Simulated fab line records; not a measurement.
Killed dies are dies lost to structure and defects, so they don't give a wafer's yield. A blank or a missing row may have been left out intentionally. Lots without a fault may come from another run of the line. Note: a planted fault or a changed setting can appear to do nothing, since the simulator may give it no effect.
Chamber matching ; flow n5 finfet ; 3 sister chambers for N5_BEOL_M7_PECVD_70 on pecvd-03
The step deposits SiO2 from TEOS/O2, target thk 20 nm, time 22.7 s. 3 wafers are shown with their chamber, then 12 later ones without.

## WAFERS PAIRED WITH THEIR CHAMBERS
wafer;chamber;showerhead vpp V (V)
L094.3;0;1293
L085.4;2;1352
L085.6;1;1222

## WAFERS WITHOUT THEIR CHAMBER
wafer;showerhead vpp V (V)
L089.3;1351
L089.5;1383
L089.6;1322
L087.1;1231
L087.2;1398
L087.3;1327
L086.3;1231
L086.4;1266
L086.5;1308
L097.1;1300
L097.3;1285
L097.6;1301

## EACH ONE'S CHAMBER
wafer;from the rows above;in truth
L089.3;2;2
L089.5;2;2
L089.6;can't be placed: 0 or 2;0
L087.1;1;1
L087.2;2;2
L087.3;can't be placed: 2 or 0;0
L086.3;1;1
L086.4;can't be placed: 0 or 1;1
L086.5;can't be placed: 0 or 2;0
L097.1;0;0
L097.3;0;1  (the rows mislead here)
L097.6;can't be placed: 0 or 2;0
6 of 12 placed correctly. Can't be placed from these rows: 5 (the true chamber is among the candidates in 5). Placed wrongly: 1.
How it was worked out, from the rows above alone: a wafer's distance from a chamber is the root of the sum, over the readings, of the square of ((its reading less the chamber's mean) divided by the reading's scatter). The wafer belongs to the nearest chamber; if the next one is less than 2 further off, it can't be placed. The mean given for a chamber averages the wafers shown for that chamber. The scatter: root of mean squared gap, hidden wafer to nearest shown wafer, with one shown wafer a chamber.
